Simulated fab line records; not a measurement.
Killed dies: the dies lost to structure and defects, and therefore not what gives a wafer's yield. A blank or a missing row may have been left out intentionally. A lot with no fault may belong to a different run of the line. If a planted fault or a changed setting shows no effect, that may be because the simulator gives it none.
Which of the tools did it? :: flow nand_harc :: 13 lots, 39 wafers sampled, at 5 steps of a route of 1302

WHAT THE GAUGES READ, wafer by wafer
NHARC_END_SORT_01.
lot: L153
measured: day 23 21:10
on: prober-02
killed_at_array: 67 69 63
killed_at_other: 0 0 2
killed_at_periphery: 7 6 2
killed_dies: 74 75 67
killed_open: 3 1 2
killed_short: 2 1 1

lot: L154
measured: day 24 18:31
on: prober-01
killed_at_array: 37 36 35
killed_at_other: 1 1 0
killed_at_periphery: 3 0 2
killed_dies: 41 37 37
killed_open: 4 4 4
killed_short: 4 4 3

lot: L157
measured: day 25 07:42
on: prober-01
killed_at_array: 63 61 56
killed_at_other: 0 2 3
killed_at_periphery: 7 2 4
killed_dies: 70 65 63
killed_open: 5 2 5
killed_short: 1 2 0

lot: L158
measured: day 27 01:40
on: prober-02
killed_at_array: 33 46 33
killed_at_other: 0 0 0
killed_at_periphery: 3 5 6
killed_dies: 36 51 39
killed_open: 3 0 3
killed_short: 2 2 2

lot: L160
measured: day 27 05:46
on: prober-01
killed_at_array: 49 51 31
killed_at_other: 2 2 1
killed_at_periphery: 11 4 8
killed_dies: 62 57 40
killed_open: 9 5 2
killed_short: 5 3 5

lot: L163
measured: day 28 07:35
on: prober-01
killed_at_array: 51 39 67
killed_at_other: 3 2 0
killed_at_periphery: 9 9 11
killed_dies: 63 50 78
killed_open: 3 3 7
killed_short: 1 3 4

lot: L165
measured: day 28 20:31
on: prober-02
killed_at_array: 40 41 42
killed_at_other: 2 0 0
killed_at_periphery: 3 2 5
killed_dies: 45 43 47
killed_open: 2 3 1
killed_short: 3 2 2

lot: L167
measured: day 30 01:56
on: prober-02
killed_at_array: 28 31 40
killed_at_other: 0 1 0
killed_at_periphery: 2 7 4
killed_dies: 30 39 44
killed_open: 3 7 4
killed_short: 3 2 5

lot: L168
measured: day 30 01:58
on: prober-01
killed_at_array: 75 139 140
killed_at_other: 0 0 2
killed_at_periphery: 2 1 0
killed_dies: 77 140 142
killed_open: 5 4 0
killed_short: 3 1 5

lot: L166
measured: day 30 11:25
on: prober-01
killed_at_array: 112 86 127
killed_at_other: 1 1 0
killed_at_periphery: 2 3 3
killed_dies: 115 90 130
killed_open: 1 3 6
killed_short: 1 2 3

lot: L174
measured: day 33 05:41
on: prober-02
killed_at_array: 45 39 27
killed_at_other: 0 2 5
killed_at_periphery: 2 8 2
killed_dies: 47 49 34
killed_open: 1 6 1
killed_short: 1 3 1

lot: L175
measured: day 33 12:10
on: prober-01
killed_at_array: 38 53 47
killed_at_other: 0 3 3
killed_at_periphery: 6 7 3
killed_dies: 44 63 53
killed_open: 2 2 6
killed_short: 4 3 3

lot: L176
measured: day 33 21:40
on: prober-01
killed_at_array: 43 37 50
killed_at_other: 0 0 0
killed_at_periphery: 3 3 2
killed_dies: 46 40 52
killed_open: 4 2 2
killed_short: 3 1 1

WHICH TOOL RAN EACH LOT (tool, then ch and the chambers of the sampled wafers, then the start)
lot: L153
NHARC_A_STAIRCASE_ETCH_27: rie_diel-05 ch 0,2,3, day 15 12:53
NHARC_THIN_TSV_PVD_51: pvd_sputter-01, day 23 11:35 or earlier
NHARC_THIN_TSV_CMP_21: cmp-04 ch 0,3, day 23 11:35
NHARC_THIN_TSV_DESCUM_35: rie_diel-09 ch 0,2,3, day 23 13:24

lot: L154
NHARC_A_STAIRCASE_ETCH_27: rie_diel-10 ch 0,2, day 16 04:40
NHARC_THIN_TSV_PVD_51: pvd_sputter-01, day 24 05:20 or earlier
NHARC_THIN_TSV_CMP_21: cmp-02 ch 0,1, day 24 05:20
NHARC_THIN_TSV_DESCUM_35: rie_diel-03 ch 0,1,2, day 24 07:10

lot: L157
NHARC_A_STAIRCASE_ETCH_27: rie_diel-05 ch 1,2,3, day 16 21:16
NHARC_THIN_TSV_PVD_51: pvd_sputter-01, day 24 18:49 or earlier
NHARC_THIN_TSV_CMP_21: cmp-04 ch 0,2,3, day 24 18:49
NHARC_THIN_TSV_DESCUM_35: rie_diel-03 ch 0,2, day 24 20:27

lot: L158
NHARC_A_STAIRCASE_ETCH_27: rie_diel-04 ch 1,2,3, day 17 21:01
NHARC_THIN_TSV_PVD_51: pvd_sputter-03, day 26 12:56 or earlier
NHARC_THIN_TSV_CMP_21: cmp-04 ch 0,1,2, day 26 12:56
NHARC_THIN_TSV_DESCUM_35: rie_diel-01 ch 0,1,3, day 26 14:34

lot: L160
NHARC_A_STAIRCASE_ETCH_27: rie_diel-10 ch 0,2, day 18 08:30
NHARC_THIN_TSV_PVD_51: pvd_sputter-01, day 26 17:36 or earlier
NHARC_THIN_TSV_CMP_21: cmp-04 ch 0,1,2, day 26 17:36
NHARC_THIN_TSV_DESCUM_35: rie_diel-09 ch 1,3, day 26 19:11

lot: L163
NHARC_A_STAIRCASE_ETCH_27: rie_diel-04 ch 0,2, day 19 20:40
NHARC_THIN_TSV_PVD_51: pvd_sputter-03, day 27 20:56 or earlier
NHARC_THIN_TSV_CMP_21: cmp-03 ch 0,1,3, day 27 20:56
NHARC_THIN_TSV_DESCUM_35: rie_diel-01 ch 0,1,3, day 27 22:41

lot: L165
NHARC_A_STAIRCASE_ETCH_27: rie_diel-05 ch 0,2,3, day 20 03:42
NHARC_THIN_TSV_PVD_51: pvd_sputter-02, day 28 08:10 or earlier
NHARC_THIN_TSV_CMP_21: cmp-04 ch 0,1,3, day 28 08:10
NHARC_THIN_TSV_DESCUM_35: rie_diel-01 ch 0,1,2, day 28 09:55

lot: L167
NHARC_A_STAIRCASE_ETCH_27: rie_diel-10 ch 1,2,3, day 21 14:40
NHARC_THIN_TSV_PVD_51: pvd_sputter-01, day 29 16:26 or earlier
NHARC_THIN_TSV_CMP_21: cmp-03 ch 2,3, day 29 16:26
NHARC_THIN_TSV_DESCUM_35: rie_diel-03 ch 0,2,3, day 29 18:05

lot: L168
NHARC_A_STAIRCASE_ETCH_27: rie_diel-10 ch 0,3, day 21 14:57
NHARC_THIN_TSV_PVD_51: pvd_sputter-03, day 29 15:13 or earlier
NHARC_THIN_TSV_CMP_21: cmp-04 ch 1,2, day 29 15:13
NHARC_THIN_TSV_DESCUM_35: rie_diel-09 ch 0,2, day 29 16:58

lot: L166
NHARC_A_STAIRCASE_ETCH_27: rie_diel-10 ch 2,3, day 21 17:16
NHARC_THIN_TSV_PVD_51: pvd_sputter-01, day 29 22:30 or earlier
NHARC_THIN_TSV_CMP_21: cmp-02 ch 0,3, day 29 22:30
NHARC_THIN_TSV_DESCUM_35: rie_diel-09 ch 0,3, day 30 00:16

lot: L174
NHARC_A_STAIRCASE_ETCH_27: rie_diel-05 ch 1,2, day 24 04:15
NHARC_THIN_TSV_PVD_51: pvd_sputter-01, day 32 16:47 or earlier
NHARC_THIN_TSV_CMP_21: cmp-02 ch 0,2,3, day 32 16:47
NHARC_THIN_TSV_DESCUM_35: rie_diel-01 ch 0,2, day 32 18:31

lot: L175
NHARC_A_STAIRCASE_ETCH_27: rie_diel-04 ch 1,2,3, day 24 23:18
NHARC_THIN_TSV_PVD_51: pvd_sputter-03, day 32 23:59 or earlier
NHARC_THIN_TSV_CMP_21: cmp-03 ch 0,1, day 32 23:59
NHARC_THIN_TSV_DESCUM_35: rie_diel-03 ch 0,3, day 33 01:45

lot: L176
NHARC_A_STAIRCASE_ETCH_27: rie_diel-04 ch 0,2, day 25 09:30
NHARC_THIN_TSV_PVD_51: pvd_sputter-02, day 33 11:05 or earlier
NHARC_THIN_TSV_CMP_21: cmp-02 ch 0,2,3, day 33 11:05
NHARC_THIN_TSV_DESCUM_35: rie_diel-09 ch 1,2,3, day 33 12:42
- NHARC_A_STAIRCASE_ETCH_27: etches the open film in C4F8/O2, target depth 100 nm, time 40.5 s.
- NHARC_THIN_TSV_PVD_51: deposits Cu, target thk 100 nm.
- NHARC_THIN_TSV_CMP_21: polishes, t overpolish 30 s, target thk 2000 nm.
- NHARC_THIN_TSV_DESCUM_35: chemistry O2, time 3 s.

WHAT THE TOOLS THEMSELVES READ (means of the sampled wafers that have a number; where no wafer has one, the mark that the record gives instead)
NHARC_A_STAIRCASE_ETCH_27.
lot: L153
tool: rie_diel-05
oes_product_au (a.u.): 0.944
rf_vpp_V (V): 900

lot: L154
tool: rie_diel-10
oes_product_au (a.u.): 0.939
rf_vpp_V (V): 886

lot: L157
tool: rie_diel-05
oes_product_au (a.u.): 0.938
rf_vpp_V (V): 897

lot: L158
tool: rie_diel-04
oes_product_au (a.u.): 0.952
rf_vpp_V (V): 896

lot: L160
tool: rie_diel-10
oes_product_au (a.u.): 0.932
rf_vpp_V (V): 888

lot: L163
tool: rie_diel-04
oes_product_au (a.u.): 0.941
rf_vpp_V (V): 888

lot: L165
tool: rie_diel-05
oes_product_au (a.u.): 0.951
rf_vpp_V (V): 899

lot: L167
tool: rie_diel-10
oes_product_au (a.u.): 0.942
rf_vpp_V (V): 894

lot: L168
tool: rie_diel-10
oes_product_au (a.u.): 0.937
rf_vpp_V (V): 890

lot: L166
tool: rie_diel-10
oes_product_au (a.u.): 0.955
rf_vpp_V (V): 889

lot: L174
tool: rie_diel-05
oes_product_au (a.u.): 0.953
rf_vpp_V (V): 893

lot: L175
tool: rie_diel-04
oes_product_au (a.u.): 0.945
rf_vpp_V (V): 894

lot: L176
tool: rie_diel-04
oes_product_au (a.u.): 0.939
rf_vpp_V (V): 887

NHARC_THIN_TSV_PVD_51.
lot: L153
tool: pvd_sputter-01
throttle_valve_pct (%): 30.8

lot: L154
tool: pvd_sputter-01
throttle_valve_pct (%): 29.8

lot: L157
tool: pvd_sputter-01
throttle_valve_pct (%): 30.7

lot: L158
tool: pvd_sputter-03
throttle_valve_pct (%): 29.1

lot: L160
tool: pvd_sputter-01
throttle_valve_pct (%): 30.6

lot: L163
tool: pvd_sputter-03
throttle_valve_pct (%): 29.6

lot: L165
tool: pvd_sputter-02
throttle_valve_pct (%): 30.8

lot: L167
tool: pvd_sputter-01
throttle_valve_pct (%): 30.2

lot: L168
tool: pvd_sputter-03
throttle_valve_pct (%): 29.1

lot: L166
tool: pvd_sputter-01
throttle_valve_pct (%): 30.2

lot: L174
tool: pvd_sputter-01
throttle_valve_pct (%): 30.7

lot: L175
tool: pvd_sputter-03
throttle_valve_pct (%): 29.8

lot: L176
tool: pvd_sputter-02
throttle_valve_pct (%): 30.6

NHARC_THIN_TSV_CMP_21.
lot: L153
tool: cmp-04
motor_current_A (A): 10.6
overpolish_run_s (s): 29.998

lot: L154
tool: cmp-02
motor_current_A (A): 12.5
overpolish_run_s (s): 29.998

lot: L157
tool: cmp-04
motor_current_A (A): 10.7
overpolish_run_s (s): 30.006

lot: L158
tool: cmp-04
motor_current_A (A): 11.9
overpolish_run_s (s): 29.994

lot: L160
tool: cmp-04
motor_current_A (A): 12.0
overpolish_run_s (s): 29.990

lot: L163
tool: cmp-03
motor_current_A (A): 11.7
overpolish_run_s (s): 29.996

lot: L165
tool: cmp-04
motor_current_A (A): 10.9
overpolish_run_s (s): 30.002

lot: L167
tool: cmp-03
motor_current_A (A): 10.9
overpolish_run_s (s): 29.996

lot: L168
tool: cmp-04
motor_current_A (A): 12.5
overpolish_run_s (s): 30.003

lot: L166
tool: cmp-02
motor_current_A (A): 11.9
overpolish_run_s (s): 29.998

lot: L174
tool: cmp-02
motor_current_A (A): 12.4
overpolish_run_s (s): 30.001

lot: L175
tool: cmp-03
motor_current_A (A): 11.7
overpolish_run_s (s): 29.997

lot: L176
tool: cmp-02
motor_current_A (A): 12.0
overpolish_run_s (s): 29.987

NHARC_THIN_TSV_DESCUM_35.
lot: L153
tool: rie_diel-09
drypump_motor_current_A (A): 5.7
mfc_ar_sccm (sccm): 0.004
oes_product_au (a.u.): 1.005
rf_vpp_V (V): 58.5
showerhead_plenum_p_Torr (Torr): 1.92
throttle_valve_pct (%): 11.316

lot: L154
tool: rie_diel-03
drypump_motor_current_A (A): 5.3
mfc_ar_sccm (sccm): 0.016
oes_product_au (a.u.): 1.005
rf_vpp_V (V): 57.9
showerhead_plenum_p_Torr (Torr): 1.85
throttle_valve_pct (%): 11.312

lot: L157
tool: rie_diel-03
drypump_motor_current_A (A): 5.1
mfc_ar_sccm (sccm): 0.006
oes_product_au (a.u.): 0.995
rf_vpp_V (V): 57.3
showerhead_plenum_p_Torr (Torr): 1.83
throttle_valve_pct (%): 11.309

lot: L158
tool: rie_diel-01
drypump_motor_current_A (A): 5.1
mfc_ar_sccm (sccm): 0.000
oes_product_au (a.u.): 1.006
rf_vpp_V (V): 57.7
showerhead_plenum_p_Torr (Torr): 1.91
throttle_valve_pct (%): 11.314

lot: L160
tool: rie_diel-09
drypump_motor_current_A (A): 6.1
mfc_ar_sccm (sccm): 0.000
oes_product_au (a.u.): 1.008
rf_vpp_V (V): 57.9
showerhead_plenum_p_Torr (Torr): 1.99
throttle_valve_pct (%): 11.304

lot: L163
tool: rie_diel-01
drypump_motor_current_A (A): 5.2
mfc_ar_sccm (sccm): 0.000
oes_product_au (a.u.): 1.010
rf_vpp_V (V): 57.6
showerhead_plenum_p_Torr (Torr): 1.90
throttle_valve_pct (%): 11.316

lot: L165
tool: rie_diel-01
drypump_motor_current_A (A): 5.5
mfc_ar_sccm (sccm): 0.000
oes_product_au (a.u.): 0.999
rf_vpp_V (V): 57.6
showerhead_plenum_p_Torr (Torr): 1.90
throttle_valve_pct (%): 11.314

lot: L167
tool: rie_diel-03
drypump_motor_current_A (A): 5.2
mfc_ar_sccm (sccm): 0.016
oes_product_au (a.u.): 1.014
rf_vpp_V (V): 57.3
showerhead_plenum_p_Torr (Torr): 1.85
throttle_valve_pct (%): 11.315

lot: L168
tool: rie_diel-09
drypump_motor_current_A (A): 5.2
mfc_ar_sccm (sccm): 0.004
oes_product_au (a.u.): 1.000
rf_vpp_V (V): 57.9
showerhead_plenum_p_Torr (Torr): 1.90
throttle_valve_pct (%): 11.316

lot: L166
tool: rie_diel-09
drypump_motor_current_A (A): 5.7
mfc_ar_sccm (sccm): 0.001
oes_product_au (a.u.): 1.002
rf_vpp_V (V): 57.3
showerhead_plenum_p_Torr (Torr): 1.99
throttle_valve_pct (%): 11.320

lot: L174
tool: rie_diel-01
drypump_motor_current_A (A): 5.2
mfc_ar_sccm (sccm): 0.000
oes_product_au (a.u.): 0.998
rf_vpp_V (V): 57.1
showerhead_plenum_p_Torr (Torr): 1.92
throttle_valve_pct (%): 11.308

lot: L175
tool: rie_diel-03
drypump_motor_current_A (A): 5.3
mfc_ar_sccm (sccm): 0.027
oes_product_au (a.u.): 1.012
rf_vpp_V (V): 57.4
showerhead_plenum_p_Torr (Torr): 1.87
throttle_valve_pct (%): 11.310

lot: L176
tool: rie_diel-09
drypump_motor_current_A (A): 6.1
mfc_ar_sccm (sccm): 0.003
oes_product_au (a.u.): 1.003
rf_vpp_V (V): 57.6
showerhead_plenum_p_Torr (Torr): 1.91
throttle_valve_pct (%): 11.311

THE ANSWER, worked out from the rows above alone
Rule: the usual values come from the lots themselves. The widest of any qualifying gaps counts: lots, ordered by their means at a reading, are off when they make up no more than a third of the lots, leave a main group of 4 or more, and stand apart from it by 3 or more times the standard deviation of that group's means. A main group whose means are all the same, to the digits that the tables above print for the reading, isn't used. A lot without any number at a reading at which 4 lots or more have one is off too. All remaining lots with rows at the step are treated as sound. The gauges are gone through in route order, then the tools' own readings, and for those a lot's mean is taken as printed above. The first step at which some lot is off is used, and at that step the reading that is off furthest; a lot without a number counts as furthest.
Off: L168, L166 (NHARC_END_SORT_01, killed_at_array). The main group has a mean of 45 with a standard deviation of 10.
If a tool, at a process step before that reading, ran all the lots that are off and no sound lot after the first of them, it fits. Those tools and the gauges at NHARC_END_SORT_01 are tried in the same way. Because NHARC_THIN_TSV_PVD_51 lacks a start for some lots, the hours and order of its lots are taken from NHARC_THIN_TSV_CMP_21. One fits: NHARC_A_STAIRCASE_ETCH_27 on rie_diel-10. A fault onset in the window from L167 (day 21 14:40, its last sound lot) to L168 (day 21 14:57, its first lot off) fits.

WHAT HAD BEEN PUT IN BY THE SIMULATOR
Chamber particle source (rie_diel-10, NHARC_A_STAIRCASE_ETCH_27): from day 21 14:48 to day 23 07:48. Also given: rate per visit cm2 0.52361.
Shown lots that were struck: L168, L166. Same finding as the rule above.
